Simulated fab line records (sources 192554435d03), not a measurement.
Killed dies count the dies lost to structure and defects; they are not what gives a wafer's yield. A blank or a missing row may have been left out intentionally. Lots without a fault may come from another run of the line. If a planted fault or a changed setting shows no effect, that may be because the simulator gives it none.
Matching of chambers -- flow n5Finfet -- N5_BEOL_M7_ETCH_66 on rieDiel-03: 4 sister chambers
The step etches SOC in N2/H2, target depth 80 nm, overetch 16 nm, time 120 s. 8 wafers are shown with their chamber, then 12 later ones without.

EACH WAFER AND ITS CHAMBER
wafer,chamber,showerheadPlenumPTorr (Torr),throttleValvePct (%)
L077.3,0,2.39,17.96
L079.3,1,2.52,17.84
L082.5,3,2.40,17.91
L086.1,0,2.71,17.53
L086.3,1,2.51,17.88
L084.1,2,2.52,17.85
L084.5,3,2.40,17.92
L084.6,2,2.52,17.84

WAFERS MISSING THEIR CHAMBER
wafer,showerheadPlenumPTorr (Torr),throttleValvePct (%)
L085.2,2.51,17.88
L085.3,2.71,17.52
L085.4,2.40,17.93
L091.1,2.40,17.94
L091.3,2.51,17.87
L091.6,2.51,17.88
L096.4,2.39,17.95
L096.5,2.39,17.97
L096.6,2.51,17.89
L095.1,2.50,17.90
L095.2,2.39,17.95
L095.4,2.70,17.53

THE CHAMBER EACH PASSED THROUGH
wafer,from the rows above,in truth
L085.2,can't be placed: 1 or 2 or 0 or 3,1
L085.3,can't be placed: 0 or 2 or 1 or 3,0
L085.4,can't be placed: 3 or 1 or 2 or 0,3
L091.1,can't be placed: 3 or 1 or 2 or 0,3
L091.3,can't be placed: 1 or 2 or 0 or 3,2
L091.6,can't be placed: 1 or 2 or 0 or 3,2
L096.4,can't be placed: 3 or 1 or 2 or 0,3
L096.5,can't be placed: 3 or 1 or 2 or 0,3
L096.6,can't be placed: 1 or 2 or 3 or 0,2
L095.1,can't be placed: 1 or 2 or 3 or 0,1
L095.2,can't be placed: 3 or 1 or 2 or 0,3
L095.4,can't be placed: 0 or 2 or 1 or 3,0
Correctly placed: 0 of 12. Unplaceable from these rows: 12, with the true chamber sitting among the candidates in 12. 0 placed wrongly.
How it was worked out, from the rows above alone: a wafer's distance from a chamber is the root of the sum, over the readings, of the square of ((its reading less the chamber's mean) divided by the reading's scatter). The wafer belongs to the nearest chamber; if the next one is less than 2 further off, it can't be placed. For every chamber, the mean is computed from those of its wafers that are shown. The scatter is the square root of a quotient: the sum, over the shown wafers, of each reading's squared deviation from its chamber's mean, divided by wafers minus chambers.
